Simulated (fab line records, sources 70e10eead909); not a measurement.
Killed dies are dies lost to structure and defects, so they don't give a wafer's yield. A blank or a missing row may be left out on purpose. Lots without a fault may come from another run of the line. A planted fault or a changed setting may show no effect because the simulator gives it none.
A struck lot beside a sound one | flow nand_harc | 39 steps out of a route of 1159
Sound: wafers L328.1, L328.2, L328.6. Struck: wafers L325.2, L325.4, L325.6. The cause comes at the end.
At each step with rows: each side's tool, then ch and its chambers, then its first start. Under that, the readings that differ: sound wafers | struck wafers | difference of the means | sigmas: that difference in standard deviations of wafers without a fault.
alike: readings whose means differ by less than 2 such deviations, and words and numbers that are the same on both sides. not compared: withheld readings, readings that some wafer has no value for, bounds like >300 that may hide the same value, and numbers for which the record gives no deviation and whose values overlap.
The two part at a step that has a row with sigmas, a row that says differs or no value, or rows on one side only. Numbers that don't overlap but have no deviation are shown without sigmas and don't part them. A reading that every wafer of one side lacks parts them only if that side has two wafers or more.

first, 12 steps without rows for these wafers: NHARC_A_STAIRCASE_ETCH_169 (etches the open film in CH3F/O2, target depth 50 nm, time 107.1 s); NHARC_A_STAIRCASE_ETCH_170 (etches the open film in C4F6/O2, target depth 200 nm, time 66.667 s); NHARC_A_STAIRCASE_STRIP_171 (strips in O2); NHARC_A_STAIRCASE_STRIP_172 (strips in SPM, time 900 s); NHARC_A_STAIRCASE_PRECLEAN_173 (cleans in SC1); NHARC_A_STAIRCASE_SRD_174; NHARC_A_STAIRCASE_DEHYDRATE_01 (time 120 s); NHARC_A_STAIRCASE_HMDS_02 (time 30 s); NHARC_A_STAIRCASE_COAT_03; NHARC_A_STAIRCASE_SOFTBAKE_04 (time 170 s); NHARC_A_STAIRCASE_EBR_05; NHARC_A_STAIRCASE_EXPOSE_06 (exposes mask STAIR).
NHARC_A_STAIRCASE_PEB_07: peb time 130 s.
  sound on litho_track-02 ch 0, day 14 11:10; struck on litho_track-03, day 14 03:38
  no value came back on the struck wafers for chill_plate_temp_C (C), exhaust_pa (Pa); on the sound wafers chill_plate_temp_C (C) reads 23.11 23.08 22.88
then, 5 steps without rows for these wafers: NHARC_A_STAIRCASE_DEVELOP_08 (time 140 s); NHARC_A_STAIRCASE_HARDBAKE_10 (time 140 s); NHARC_A_STAIRCASE_DESCUM_11 (chemistry O2, time 3 s); NHARC_A_STAIRCASE_TRIM_12 (chemistry O2, time 211.2 s); NHARC_A_STAIRCASE_ETCH_13 (etches the open film in C4F8/O2, target depth 100 nm, time 40.5 s).
NHARC_A_STAIRCASE_TRIM_14: chemistry O2, time 211.2 s.
  sound on rie_diel-11 ch 1,2; struck on rie_diel-11 ch 1,2
  alike: drypump_motor_current_A, oes_product_au, rf_vpp_V, showerhead_plenum_p_Torr, throttle_valve_pct
  not compared: rf_hours_counter_h
then, 4 steps without rows for these wafers: NHARC_A_STAIRCASE_ETCH_15 (etches the open film in C4F8/O2, target depth 100 nm, time 40.5 s); NHARC_A_STAIRCASE_TRIM_16 (chemistry O2, time 211.2 s); NHARC_A_STAIRCASE_ETCH_17 (etches the open film in C4F8/O2, target depth 100 nm, time 40.5 s); NHARC_A_STAIRCASE_TRIM_18 (chemistry O2, time 211.2 s).
NHARC_A_STAIRCASE_ETCH_19: etches the open film in C4F8/O2, target depth 100 nm, time 40.5 s.
  sound on rie_diel-11 ch 0,3; struck on rie_diel-11 ch 2,3
  alike: oes_product_au, rf_vpp_V
  not compared: rf_hours_counter_h
then, 1 step without rows for these wafers: NHARC_A_STAIRCASE_TRIM_20 (chemistry O2, time 211.2 s).
NHARC_A_STAIRCASE_ETCH_21: etches the open film in C4F8/O2, target depth 100 nm, time 40.5 s.
  sound on rie_diel-12 ch 0,1; struck on rie_diel-04 ch 0,1,3
  reading               | sound             | struck            | difference | sigmas
  oes_product_au (a.u.) | 0.915 0.924 0.925 | 0.963 0.992 0.968 | +0.053     | +3
  alike: rf_vpp_V
  not compared: rf_hours_counter_h
then, 2 steps without rows for these wafers: NHARC_A_STAIRCASE_TRIM_22 (chemistry O2, time 211.2 s); NHARC_A_STAIRCASE_ETCH_23 (etches the open film in C4F8/O2, target depth 100 nm, time 40.5 s).
NHARC_A_STAIRCASE_TRIM_24: chemistry O2, time 211.2 s.
  sound on rie_diel-12 ch 0,1; struck on rie_diel-04 ch 0,1,3
  alike: drypump_motor_current_A, oes_product_au, rf_vpp_V, showerhead_plenum_p_Torr, throttle_valve_pct
  not compared: rf_hours_counter_h
then, 1 step without rows for these wafers: NHARC_A_STAIRCASE_ETCH_25 (etches the open film in C4F8/O2, target depth 100 nm, time 40.5 s).
NHARC_A_STAIRCASE_TRIM_26: chemistry O2, time 211.2 s.
  sound on rie_diel-12 ch 0,1,3; struck on rie_diel-04 ch 1,2,3
  alike: drypump_motor_current_A, oes_product_au, rf_vpp_V, showerhead_plenum_p_Torr, throttle_valve_pct
  not compared: rf_hours_counter_h
then, 8 steps without rows for these wafers: NHARC_A_STAIRCASE_ETCH_27 (etches the open film in C4F8/O2, target depth 100 nm, time 40.5 s); NHARC_A_STAIRCASE_STRIP_175 (strips in O2); NHARC_A_STAIRCASE_STRIP_148 (strips in SPM, time 900 s); NHARC_A_STAIRCASE_PRECLEAN_149 (cleans in SC1); NHARC_A_STAIRCASE_SRD_150; NHARC_A_STAIRCASE_DEHYDRATE_176 (time 120 s); NHARC_A_STAIRCASE_HMDS_177 (time 30 s); NHARC_A_STAIRCASE_COAT_178.

WHERE THEY PART
First at NHARC_A_STAIRCASE_PEB_07; last, within this record, at NHARC_A_STAIRCASE_ETCH_21. Later steps at which nothing parts them and some readings are alike: NHARC_A_STAIRCASE_TRIM_24, NHARC_A_STAIRCASE_TRIM_26.

WHY: what the simulator had put in
Skipped step whole: litho_track-03, from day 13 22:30 on, at NHARC_A_STAIRCASE_PEB_07. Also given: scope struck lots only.
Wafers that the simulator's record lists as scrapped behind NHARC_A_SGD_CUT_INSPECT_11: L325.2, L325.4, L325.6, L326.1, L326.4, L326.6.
